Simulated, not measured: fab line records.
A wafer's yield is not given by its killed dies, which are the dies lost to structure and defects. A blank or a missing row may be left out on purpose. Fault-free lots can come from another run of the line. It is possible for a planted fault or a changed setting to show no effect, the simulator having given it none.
fab line records -- flow nand-harc -- part 1 of 2: steps 1 to 4 of 6
[record] lots = 22, wafers = 66, last-day = 33
route steps=1302 shown A_STAIRCASE@811
lots that met no fault: taken from a fault-free run of the same line
start-h: hours from the record's first day to the start of the lot's first wafer shown -- wait-h: hours since the lot's step before -- " identical to the entry in the row above -- L1.1+2: one row covering several wafers at once -- - no value, or no start given -- * or withheld: withheld -- < > ~ a bound
route shown NAME@n: NAME is a module with steps in the file, n the number in the route of the first one -- usual: mean/standard deviation taken from wafers without a fault -- same: alike in all rows -- chamber/n: place in a boat -- sites: per-site readings -- _std_site: their standard deviation -- _edge_site: inner sites' mean taken away from outer sites' mean -- radius-mm: for every site, how far away it sits from the centre of the wafer -- mask NAME#n: copy n -- behind: tool/chamber where the wafer was last shaped -- hold: what put the lot on hold/how long, in hours/how the hold closed -- device: names the non-switching transistor (n, p or np) -- end of line: the route-end tests of the same wafers -- a step with no rows: only its recipe -- killed: at the first sort, the dies lost to defects and structure; wafer yield is something else -- map: a wafer's dies, marking killed ones x, the rest . and places with no die _
set.NAME: the run value of the setting; set.NAME@STEP: its run value at that earlier step -- model.NAME: the simulator's own value behind a step, which no gauge read
steps of the route over a sample of lots; a table a step, a row a wafer
services: from which hour (start-h, from the record's first day; less than 0 if before it) a tool's chamber was out of use, for how many hours, and why
[[steps]]
[step NHARC_A_STAIRCASE_ETCH_452]
[recipe] target-depth-a = 300, overetch-a = 30, time-s = 16.5, ion-energy-ev = 100, cf4-flow-sccm = 80, o2-flow-sccm = 20, ar-flow-sccm = 0, rf-w = 300, bias-w = 100, chemistry = CF4/O2
[usual] bias-w = 99.98/0.3, drypump-motor-current-A = 5.9/0.59, oes_f_703_au = 1.000/0.004, oes-product-au = 1.001/0.0079, rf-vpp-V = 197.7/1.5, showerhead-plenum-p-Torr = 1.33/0.057, throttle-valve-pct = 13.397/0.0093
lot.wafer,tool,chamber,start-h,wait-h,bias-w,drypump-motor-current-A,oes_f_703_au,oes-product-au,rf-hours-counter-h,rf-vpp-V,showerhead-plenum-p-Torr,throttle-valve-pct
L074.1,rie-diel-13,1,-,-,100.39,6.6,1.004,0.994,10,199.4,1.37,13.402
L074.2,rie-diel-13,3,-,-,100.05,5.7,1.003,1.015,7,199.1,1.44,13.385
L074.5,rie-diel-13,1,-,-,100.34,6.6,0.999,1.006,-,198.4,1.37,13.414
L075.3,rie-diel-13,2,-,-,99.80,4.8,1.005,1.005,14,195.3,1.28,13.397
L075.1,rie-diel-13,0,-,-,99.71,6.4,1.006,1.009,11,196.3,1.29,13.400
L075.2,rie-diel-13,1,-,-,100.23,6.6,0.995,0.996,14,198.2,1.37,13.397
L077.2,rie-diel-07,3,-,-,99.98,6.3,0.999,1.002,25,199.1,1.39,13.409
L077.5,rie-diel-07,1,-,-,100.07,6.1,0.998,0.991,-,198.1,1.33,13.397
L077.6,rie-diel-07,2,-,-,99.13,5.5,1.005,0.997,-,196.0,1.31,13.386
L076.1,rie-diel-13,2,-,-,100.32,4.8,1.000,0.995,15,195.5,1.28,13.393
L076.4,rie-diel-13,0,-,-,100.15,6.5,1.003,0.999,12,198.0,1.29,13.399
L076.5,rie-diel-13,2,-,-,100.28,4.8,0.991,0.984,-,196.2,1.28,13.390
L078.3,rie-diel-07,1,-,-,100.74,6.1,1.004,1.001,35,198.9,1.33,13.403
L078.1,rie-diel-07,2,-,-,99.96,5.5,1.000,0.991,35,197.9,1.31,13.388
L078.5,rie-diel-07,1,-,-,100.14,6.0,0.994,1.014,-,196.5,1.33,13.407
L079.4,rie-diel-07,2,-,-,99.82,5.5,1.007,1.009,37,196.1,1.31,13.398
L079.2,rie-diel-07,3,-,-,99.95,6.3,1.001,1.010,38,199.3,1.39,13.401
L079.5,rie-diel-07,2,-,-,99.86,5.5,0.995,1.002,-,198.7,1.31,13.394
L080.2,rie-diel-07,1,-,-,99.70,6.1,0.999,1.008,39,196.8,1.32,13.397
L080.4,rie-diel-07,2,-,-,99.58,5.5,0.998,1.011,38,196.4,1.31,13.389
L080.5,rie-diel-07,0,-,-,100.16,5.0,1.014,1.017,-,194.8,1.25,13.400
L081.3,rie-diel-13,0,-,-,100.29,6.4,1.000,1.011,29,196.1,1.29,13.380
L081.2,rie-diel-13,2,-,-,99.74,4.8,0.997,1.000,35,196.5,1.28,13.396
L081.6,rie-diel-13,3,-,-,99.94,5.7,1.000,0.996,-,200.0,1.44,13.393
L082.2,rie-diel-05,3,-,-,100.18,6.1,1.001,1.002,18,196.2,1.33,13.412
L082.4,rie-diel-05,0,-,-,99.98,6.4,1.001,0.991,16,199.4,1.41,13.401
L082.3,rie-diel-05,1,-,-,100.09,5.5,0.999,0.989,16,197.7,1.33,13.383
L084.3,rie-diel-05,0,-,-,100.18,6.4,0.994,0.992,20,201.8,1.41,13.406
L084.4,rie-diel-05,1,-,-,100.19,5.5,1.006,0.997,23,196.7,1.32,13.403
L084.5,rie-diel-05,2,-,-,99.69,6.2,1.002,0.992,-,199.2,1.29,13.399
L083.2,rie-diel-13,0,-,-,100.00,6.5,1.002,1.006,40,196.0,1.29,13.397
L083.4,rie-diel-13,1,-,-,99.54,6.6,1.005,0.993,44,197.8,1.36,13.380
L083.6,rie-diel-13,3,-,-,99.95,5.7,1.000,1.007,-,199.3,1.44,13.381
L086.4,rie-diel-07,2,-,-,99.34,5.5,0.999,1.004,3,196.9,1.31,13.405
L086.1,rie-diel-07,0,-,-,100.23,5.0,1.000,1.011,5,194.6,1.24,13.401
L086.5,rie-diel-07,2,-,-,99.98,5.5,1.004,1.007,-,197.3,1.31,13.414
L087.1,rie-diel-07,1,-,-,99.77,6.1,1.010,1.002,10,197.5,1.32,13.419
L087.4,rie-diel-07,2,-,-,100.31,5.5,1.000,0.994,7,197.0,1.31,13.395
L087.6,rie-diel-07,3,-,-,100.09,6.3,0.999,0.990,-,197.8,1.38,13.400
L088.1,rie-diel-13,2,-,-,100.01,4.8,1.002,1.001,53,198.0,1.27,13.400
L088.2,rie-diel-13,1,-,-,99.84,6.6,1.005,0.999,52,197.9,1.36,13.392
L088.4,rie-diel-13,1,-,-,99.69,6.6,1.000,0.995,-,197.3,1.36,13.410
L089.4,rie-diel-05,3,-,-,100.04,6.1,1.000,1.015,34,197.9,1.32,13.409
L089.1,rie-diel-05,1,-,-,100.14,5.5,1.003,0.997,35,199.1,1.32,13.392
L089.6,rie-diel-05,2,-,-,100.08,6.1,1.001,0.991,-,197.4,1.28,13.400
L090.1,rie-diel-05,1,-,-,99.79,5.5,1.000,0.999,47,198.0,1.32,13.394
L090.4,rie-diel-05,2,-,-,100.77,6.2,1.000,0.987,46,196.4,1.28,13.396
L090.5,rie-diel-05,0,-,-,99.98,6.4,1.002,0.996,-,200.7,1.41,13.397
L091.4,rie-diel-13,1,-,-,99.79,6.6,0.999,1.006,10,198.6,1.36,13.402
L091.1,rie-diel-13,2,-,-,100.19,4.8,1.005,1.011,11,195.1,1.27,13.398
L091.6,rie-diel-13,2,-,-,100.15,4.8,1.007,1.016,-,196.2,1.27,13.399
L092.4,rie-diel-13,1,-,-,99.28,6.6,0.997,1.004,11,198.1,1.36,13.397
L092.5,rie-diel-13,1,-,-,99.52,6.6,1.004,0.999,-,198.0,1.36,13.395
L092.6,rie-diel-13,2,-,-,99.89,4.8,0.990,1.005,-,196.1,1.27,13.369
L093.1,rie-diel-05,2,-,-,99.63,6.2,0.996,0.999,52,197.9,1.28,13.404
L093.6,rie-diel-05,2,-,-,99.77,6.2,1.004,1.009,-,197.6,1.28,13.410
L093.5,rie-diel-05,3,-,-,100.00,6.1,1.000,1.018,-,196.3,1.32,13.386
L094.4,rie-diel-05,0,-,-,100.65,6.4,1.005,1.001,53,199.6,1.41,13.396
L094.1,rie-diel-05,1,-,-,100.10,5.5,0.990,0.996,58,196.4,1.32,13.388
L094.5,rie-diel-05,0,-,-,100.83,6.4,1.000,0.996,-,198.6,1.41,13.395
L097.2,rie-diel-05,3,-,-,99.50,6.1,1.006,0.998,0,197.5,1.32,13.400
L097.6,rie-diel-05,3,-,-,100.02,6.1,1.004,1.003,-,196.8,1.32,13.379
L097.5,rie-diel-05,0,-,-,100.26,6.4,0.998,0.994,-,199.4,1.41,13.401
L096.2,rie-diel-13,1,-,-,99.94,6.6,1.001,0.993,27,198.3,1.36,13.401
L096.4,rie-diel-13,3,-,-,99.89,5.7,0.994,0.997,25,200.1,1.43,13.388
L096.6,rie-diel-13,1,-,-,99.76,6.6,1.001,1.005,-,197.9,1.36,13.388
[step NHARC_A_STAIRCASE_STRIP_295]
[recipe] o2-flow-sccm = 500, ar-flow-sccm = 0, bias-w = 0, chemistry = O2
[usual] drypump-motor-current-A = 5.9/0.59, oes-product-au = 1.000/0.0072, rf-vpp-V = 57.8/0.92, showerhead-plenum-p-Torr = 3.53/0.15, throttle-valve-pct = 17.037/0.0093
[same] bias-w = 0
lot.wafer,tool,chamber,start-h,wait-h,drypump-motor-current-A,oes-product-au,rf-hours-counter-h,rf-vpp-V,showerhead-plenum-p-Torr,throttle-valve-pct
L074.1,rie-diel-13,2,-,-,4.8,1.007,11,56.4,3.40,17.030
L074.2,rie-diel-13,3,-,-,5.8,1.010,8,58.2,3.80,17.031
L074.5,rie-diel-13,1,-,-,6.6,0.996,-,57.5,3.62,17.058
L075.1,rie-diel-13,2,-,-,4.8,0.994,14,57.8,3.40,17.032
L075.3,rie-diel-13,3,-,-,5.7,1.001,11,61.1,3.80,17.029
L075.2,rie-diel-13,1,-,-,6.6,0.998,14,58.3,3.62,17.051
L077.2,rie-diel-07,0,-,-,5.0,1.011,27,57.9,3.31,17.042
L077.5,rie-diel-07,0,-,-,5.0,0.992,-,56.6,3.31,17.055
L077.6,rie-diel-07,1,-,-,6.1,1.005,-,57.0,3.51,17.038
L076.1,rie-diel-13,2,-,-,4.8,1.006,15,56.7,3.40,17.036
L076.4,rie-diel-13,1,-,-,6.6,1.000,15,57.8,3.62,17.048
L076.5,rie-diel-13,2,-,-,4.8,0.996,-,58.2,3.40,17.037
L078.1,rie-diel-07,3,-,-,6.3,0.998,36,57.4,3.67,17.028
L078.3,rie-diel-07,1,-,-,6.1,0.997,36,58.8,3.50,17.021
L078.5,rie-diel-07,3,-,-,6.3,1.005,-,57.3,3.67,17.033
L079.4,rie-diel-07,3,-,-,6.3,0.998,38,58.7,3.67,17.047
L079.2,rie-diel-07,1,-,-,6.1,1.001,38,57.4,3.50,17.024
L079.5,rie-diel-07,2,-,-,5.5,0.988,-,57.3,3.47,17.028
L080.2,rie-diel-07,0,-,-,5.0,1.003,40,56.3,3.30,17.028
L080.4,rie-diel-07,1,-,-,6.1,1.007,39,56.7,3.50,17.040
L080.5,rie-diel-07,2,-,-,5.5,0.991,-,57.1,3.47,17.031
L081.2,rie-diel-13,1,-,-,6.6,1.005,35,58.9,3.61,17.034
L081.3,rie-diel-13,2,-,-,4.8,1.003,36,57.0,3.39,17.047
L081.6,rie-diel-13,0,-,-,6.5,1.010,-,57.2,3.41,17.028
L082.2,rie-diel-05,0,-,-,6.4,0.990,16,58.0,3.73,17.034
L082.3,rie-diel-05,1,-,-,5.5,0.989,17,57.1,3.50,17.038
L082.4,rie-diel-05,2,-,-,6.2,0.996,19,57.9,3.41,17.030
L084.4,rie-diel-05,1,-,-,5.5,1.000,23,56.9,3.50,17.037
L084.3,rie-diel-05,2,-,-,6.2,1.002,26,59.4,3.41,17.046
L084.5,rie-diel-05,0,-,-,6.4,0.997,-,58.4,3.73,17.028
L083.4,rie-diel-13,3,-,-,5.7,1.003,41,57.9,3.78,17.041
L083.2,rie-diel-13,0,-,-,6.4,1.002,40,56.4,3.41,17.034
L083.6,rie-diel-13,2,-,-,4.8,0.992,-,57.3,3.38,17.045
L086.1,rie-diel-07,3,-,-,6.3,0.997,4,57.7,3.66,17.030
L086.4,rie-diel-07,1,-,-,6.1,1.003,5,58.9,3.49,17.048
L086.5,rie-diel-07,0,-,-,5.0,1.000,-,56.5,3.29,17.044
L087.4,rie-diel-07,2,-,-,5.5,0.994,8,58.6,3.46,17.045
L087.1,rie-diel-07,3,-,-,6.4,0.982,7,58.6,3.65,17.045
L087.6,rie-diel-07,0,-,-,5.0,0.999,-,58.2,3.29,17.057
L088.1,rie-diel-13,1,-,-,6.6,0.989,53,58.5,3.60,17.008
L088.2,rie-diel-13,3,-,-,5.7,1.004,49,58.2,3.78,17.024
L088.4,rie-diel-13,1,-,-,6.6,0.982,-,57.2,3.60,17.025
L089.1,rie-diel-05,1,-,-,5.5,0.997,36,59.7,3.49,17.034
L089.4,rie-diel-05,0,-,-,6.4,0.990,34,58.9,3.72,17.036
L089.6,rie-diel-05,1,-,-,5.5,0.994,-,57.5,3.49,17.042
L090.1,rie-diel-05,0,-,-,6.4,0.981,43,58.1,3.71,17.028
L090.4,rie-diel-05,2,-,-,6.2,0.987,47,57.9,3.39,17.022
L090.5,rie-diel-05,3,-,-,6.1,0.994,-,57.0,3.50,17.029
L091.4,rie-diel-13,2,-,-,4.8,1.003,11,57.7,3.37,17.022
L091.1,rie-diel-13,0,-,-,6.5,1.012,9,56.4,3.40,17.033
L091.6,rie-diel-13,2,-,-,4.8,1.010,-,56.7,3.37,17.036
L092.4,rie-diel-13,3,-,-,5.7,0.994,10,57.4,3.77,17.044
L092.6,rie-diel-13,3,-,-,5.7,1.000,-,57.8,3.77,17.045
L092.5,rie-diel-13,0,-,-,6.5,1.014,-,57.5,3.40,17.039
L093.1,rie-diel-05,3,-,-,6.1,1.011,50,58.0,3.49,17.022
L093.6,rie-diel-05,0,-,-,6.4,0.999,-,58.2,3.71,17.024
L093.5,rie-diel-05,1,-,-,5.5,1.011,-,57.7,3.48,17.042
L094.4,rie-diel-05,0,-,-,6.4,1.005,53,57.8,3.71,17.035
L094.1,rie-diel-05,2,-,-,6.2,0.999,58,57.6,3.39,17.035
L094.5,rie-diel-05,1,-,-,5.5,1.000,-,58.1,3.48,17.029
L097.2,rie-diel-05,2,-,-,6.2,1.001,1,57.0,3.39,17.024
L097.5,rie-diel-05,0,-,-,6.4,0.989,-,57.8,3.71,17.057
L097.6,rie-diel-05,1,-,-,5.5,1.000,-,57.7,3.48,17.039
L096.2,rie-diel-13,3,-,-,5.7,0.994,26,58.0,3.76,17.041
L096.4,rie-diel-13,0,-,-,6.5,1.011,24,57.0,3.39,17.055
L096.6,rie-diel-13,3,-,-,5.7,1.002,-,58.4,3.76,17.037
[step NHARC_A_STAIRCASE_ETCH_313]
[recipe] cf4-flow-sccm = 100, chf3-flow-sccm = 30, ar-flow-sccm = 0, rf-w = 500, bias-w = 200, chemistry = CF4/CHF3
[usual] bias-w = 200.1/0.56, drypump-motor-current-A = 5.9/0.58, oes-product-au = 0.936/0.018, rf-vpp-V = 370.5/2.4, showerhead-plenum-p-Torr = 1.57/0.067, throttle-valve-pct = 16.801/0.0083
lot.wafer,tool,chamber,start-h,wait-h,bias-w,drypump-motor-current-A,oes-product-au,rf-hours-counter-h,rf-vpp-V,showerhead-plenum-p-Torr,throttle-valve-pct
L074.2,rie-diel-07,2,385.60,0.1,199.5,5.5,0.919,25,368.5,1.55,16.800
L074.1,rie-diel-07,0,385.60,0.1,200.2,5.0,0.933,24,366.6,1.47,16.805
L074.5,rie-diel-07,2,385.60,0.1,199.4,5.5,0.913,-,370.4,1.55,16.791
L075.2,rie-diel-13,0,404.87,0.1,200.1,6.5,0.938,14,368.8,1.53,16.796
L075.1,rie-diel-13,1,404.87,0.1,200.0,6.6,0.926,19,372.3,1.61,16.793
L075.3,rie-diel-13,2,404.87,0.1,200.4,4.8,0.926,19,368.0,1.51,16.799
L077.2,rie-diel-13,3,404.91,0.1,199.0,5.7,0.939,14,374.3,1.70,16.800
L077.5,rie-diel-13,3,404.91,0.1,199.0,5.7,0.926,-,373.2,1.70,16.794
L077.6,rie-diel-13,0,404.91,0.1,200.4,6.4,0.934,-,369.2,1.53,16.787
L076.4,rie-diel-07,1,405.74,0.1,201.2,6.0,0.934,32,370.6,1.56,16.804
L076.1,rie-diel-07,3,405.74,0.1,200.2,6.3,0.927,31,372.2,1.64,16.813
L076.5,rie-diel-07,0,405.74,0.1,199.5,5.0,0.945,-,366.7,1.47,16.804
L078.3,rie-diel-13,0,423.49,0.1,200.1,6.4,0.965,18,369.4,1.53,16.777
L078.1,rie-diel-13,2,423.49,0.1,200.0,4.8,0.973,23,367.6,1.51,16.812
L078.5,rie-diel-13,3,423.49,0.1,200.1,5.7,0.984,-,375.5,1.70,16.795
L079.4,rie-diel-07,3,435.04,0.1,199.3,6.3,0.922,40,372.1,1.63,16.791
L079.2,rie-diel-07,2,435.04,0.1,199.9,5.5,0.923,40,369.9,1.55,16.802
L079.5,rie-diel-07,0,435.04,0.1,200.2,5.0,0.936,-,366.1,1.47,16.801
L080.4,rie-diel-05,1,435.93,0.1,200.3,5.5,0.914,5,369.9,1.56,16.811
L080.2,rie-diel-05,2,435.93,0.1,202.0,6.1,0.917,7,369.6,1.52,16.793
L080.5,rie-diel-05,0,435.93,0.1,199.9,6.4,0.920,-,373.4,1.67,16.793
L081.2,rie-diel-13,2,460.30,0.1,200.2,4.8,0.923,37,368.6,1.51,16.796
L081.3,rie-diel-13,1,460.30,0.1,200.4,6.6,0.920,36,371.1,1.61,16.793
L081.6,rie-diel-13,3,460.30,0.1,200.4,5.7,0.926,-,373.4,1.69,16.805
L082.2,rie-diel-05,3,479.50,0.2,199.8,6.1,0.939,22,369.1,1.56,16.811
L082.3,rie-diel-05,0,479.50,0.2,200.8,6.4,0.915,19,372.2,1.66,16.805
L082.4,rie-diel-05,1,479.50,0.2,199.4,5.5,0.935,22,370.4,1.56,16.794
L084.4,rie-diel-13,3,487.17,0.1,199.5,5.7,0.923,41,374.3,1.69,16.796
L084.3,rie-diel-13,2,487.17,0.1,200.4,4.8,0.926,47,368.6,1.51,16.784
L084.5,rie-diel-13,0,487.17,0.1,199.8,6.5,0.927,-,369.0,1.52,16.812
L083.4,rie-diel-05,2,489.12,0.1,199.4,6.2,0.920,27,367.4,1.52,16.809
L083.2,rie-diel-05,0,489.12,0.1,200.2,6.4,0.918,22,373.7,1.66,16.802
L083.6,rie-diel-05,3,489.12,0.1,200.2,6.1,0.928,-,370.2,1.56,16.796
L086.1,rie-diel-13,0,502.30,0.1,198.9,6.5,0.957,46,369.5,1.52,16.804
L086.4,rie-diel-13,2,502.30,0.1,199.2,4.8,0.975,50,368.7,1.51,16.820
L086.5,rie-diel-13,0,502.30,0.1,199.9,6.4,0.959,-,367.9,1.52,16.808
L087.4,rie-diel-07,1,518.51,0.1,199.3,6.0,0.933,10,371.3,1.56,16.814
L087.1,rie-diel-07,3,518.51,0.1,200.2,6.3,0.916,7,374.2,1.63,16.802
L087.6,rie-diel-07,2,518.51,0.1,200.2,5.5,0.919,-,370.4,1.54,16.802
L088.2,rie-diel-13,1,519.46,0.1,199.8,6.6,0.920,54,373.3,1.60,16.798
L088.1,rie-diel-13,2,519.46,0.1,200.5,4.8,0.937,55,367.8,1.50,16.779
L088.4,rie-diel-13,3,519.46,0.1,199.9,5.7,0.940,-,373.6,1.69,16.791
L089.4,rie-diel-07,0,525.40,0.1,199.0,5.0,0.934,12,366.2,1.47,16.802
L089.1,rie-diel-07,1,525.40,0.1,199.8,6.0,0.922,13,369.8,1.55,16.809
L089.6,rie-diel-07,3,525.40,0.1,200.1,6.3,0.921,-,373.4,1.63,16.801
L090.4,rie-diel-13,2,542.16,0.1,199.3,4.8,0.959,6,367.8,1.50,16.810
L090.1,rie-diel-13,1,542.16,0.1,199.8,6.6,0.974,6,371.9,1.60,16.798
L090.5,rie-diel-13,3,542.16,0.1,200.2,5.7,0.956,-,374.6,1.69,16.805
L091.4,rie-diel-13,1,566.03,0.1,200.6,6.6,0.924,14,372.2,1.60,16.798
L091.1,rie-diel-13,2,566.03,0.1,199.2,4.8,0.935,16,368.8,1.50,16.805
L091.6,rie-diel-13,1,566.03,0.1,200.7,6.5,0.924,-,371.7,1.60,16.815
L092.4,rie-diel-13,0,567.59,1.1,200.9,6.4,0.934,13,369.1,1.52,16.804
L092.5,rie-diel-13,0,567.59,1.1,201.0,6.4,0.932,-,369.2,1.51,16.795
L092.6,rie-diel-13,1,567.59,1.1,199.8,6.6,0.917,-,370.8,1.60,16.807
L093.1,rie-diel-13,2,571.04,0.1,200.6,4.8,0.942,17,367.9,1.50,16.806
L093.6,rie-diel-13,0,571.04,0.1,200.6,6.5,0.928,-,368.3,1.52,16.812
L093.5,rie-diel-13,1,571.04,0.1,200.6,6.6,0.936,-,370.4,1.60,16.796
L094.1,rie-diel-13,0,578.37,0.1,199.9,6.4,0.942,16,369.5,1.51,16.815
L094.4,rie-diel-13,3,578.37,0.1,199.3,5.7,0.927,18,373.6,1.68,16.799
L094.5,rie-diel-13,1,578.37,0.1,199.8,6.6,0.931,-,371.6,1.60,16.805
L097.2,rie-diel-05,0,602.73,0.1,200.0,6.4,0.931,2,374.4,1.65,16.797
L097.6,rie-diel-05,0,602.73,0.1,200.6,6.4,0.930,-,372.9,1.65,16.790
L097.5,rie-diel-05,1,602.73,0.1,201.1,5.5,0.934,-,370.8,1.55,16.789
L096.2,rie-diel-05,3,613.21,0.2,200.0,6.1,0.929,5,368.9,1.55,16.814
L096.4,rie-diel-05,1,613.21,0.2,200.4,5.5,0.934,9,371.5,1.55,16.805
L096.6,rie-diel-05,3,613.21,0.2,200.4,6.1,0.931,-,371.4,1.55,16.813
[step NHARC_A_STAIRCASE_DEP_322]
[recipe] target-thk-a = 72000, temp-c = 400, target-thk-nm = 7200, teos-flow-sccm = 200, rf-w = 500, material = SiO2
[usual] heater-power-w = 685/91
lot.wafer,tool,chamber,start-h,wait-h,heater-power-w
L074.2,pecvd-04,2,410.36,0.1,848
L074.1,pecvd-04,0,410.36,0.1,627
L074.5,pecvd-04,0,410.36,0.1,560
L076.1,pecvd-02,2,427.99,0.2,651
L076.4,pecvd-02,2,427.99,0.2,634
L076.5,pecvd-02,0,427.99,0.2,666
L075.3,pecvd-04,0,428.08,0.2,623
L075.2,pecvd-04,1,428.08,0.2,671
L075.1,pecvd-04,2,428.08,0.2,745
L077.2,pecvd-03,0,428.12,0.3,757
L077.6,pecvd-03,1,428.12,0.3,670
L077.5,pecvd-03,0,428.12,0.3,679
L078.3,pecvd-03,1,449.19,0.1,793
L078.1,pecvd-03,2,449.19,0.1,732
L078.5,pecvd-03,0,449.19,0.1,688
L080.2,pecvd-02,0,457.90,0.2,829
L080.4,pecvd-02,2,457.90,0.2,613
L080.5,pecvd-02,1,457.90,0.2,500
L079.2,pecvd-03,2,457.99,0.3,800
L079.4,pecvd-03,0,457.99,0.3,687
L079.5,pecvd-03,1,457.99,0.3,686
L081.2,pecvd-04,1,485.31,0.1,795
L081.3,pecvd-04,0,485.31,0.1,622
L081.6,pecvd-04,2,485.31,0.1,746
L082.2,pecvd-03,1,504.19,0.1,815
L082.3,pecvd-03,0,504.19,0.1,845
L082.4,pecvd-03,0,504.19,0.1,697
L084.3,pecvd-02,0,509.93,0.1,717
L084.4,pecvd-02,1,509.93,0.1,502
L084.5,pecvd-02,2,509.93,0.1,608
L083.2,pecvd-04,0,510.12,0.3,650
L083.6,pecvd-04,2,510.12,0.3,743
L083.4,pecvd-04,0,510.12,0.3,597
L086.1,pecvd-03,0,528.12,0.3,716
L086.5,pecvd-03,1,528.12,0.3,684
L086.4,pecvd-03,2,528.12,0.3,672
L087.1,pecvd-04,2,546.64,0.2,886
L087.4,pecvd-04,0,546.64,0.2,584
L087.6,pecvd-04,0,546.64,0.2,576
L089.1,pecvd-03,2,546.69,0.3,825
L089.6,pecvd-03,0,546.69,0.3,681
L089.4,pecvd-03,2,546.69,0.3,656
L088.2,pecvd-02,0,546.76,0.3,827
L088.1,pecvd-02,1,546.76,0.3,584
L088.4,pecvd-02,0,546.76,0.3,682
L090.1,pecvd-03,1,565.71,0.1,790
L090.5,pecvd-03,1,565.71,0.1,679
L090.4,pecvd-03,2,565.71,0.1,681
L091.1,pecvd-03,2,593.38,0.1,778
L091.4,pecvd-03,0,593.38,0.1,672
L091.6,pecvd-03,1,593.38,0.1,691
L092.4,pecvd-04,2,593.61,0.4,730
L092.6,pecvd-04,0,593.61,0.4,587
L092.5,pecvd-04,1,593.61,0.4,629
L093.1,pecvd-04,2,594.00,0.7,847
L093.6,pecvd-04,1,594.00,0.7,624
L093.5,pecvd-04,0,594.00,0.7,587
L094.1,pecvd-04,0,603.17,0.2,625
L094.4,pecvd-04,1,603.17,0.2,627
L094.5,pecvd-04,0,603.17,0.2,582
L097.2,pecvd-02,0,626.23,0.3,772
L097.5,pecvd-02,2,626.23,0.3,621
L097.6,pecvd-02,0,626.23,0.3,637
L096.2,pecvd-02,1,638.06,0.3,574
L096.4,pecvd-02,0,638.06,0.3,625
L096.6,pecvd-02,1,638.06,0.3,473
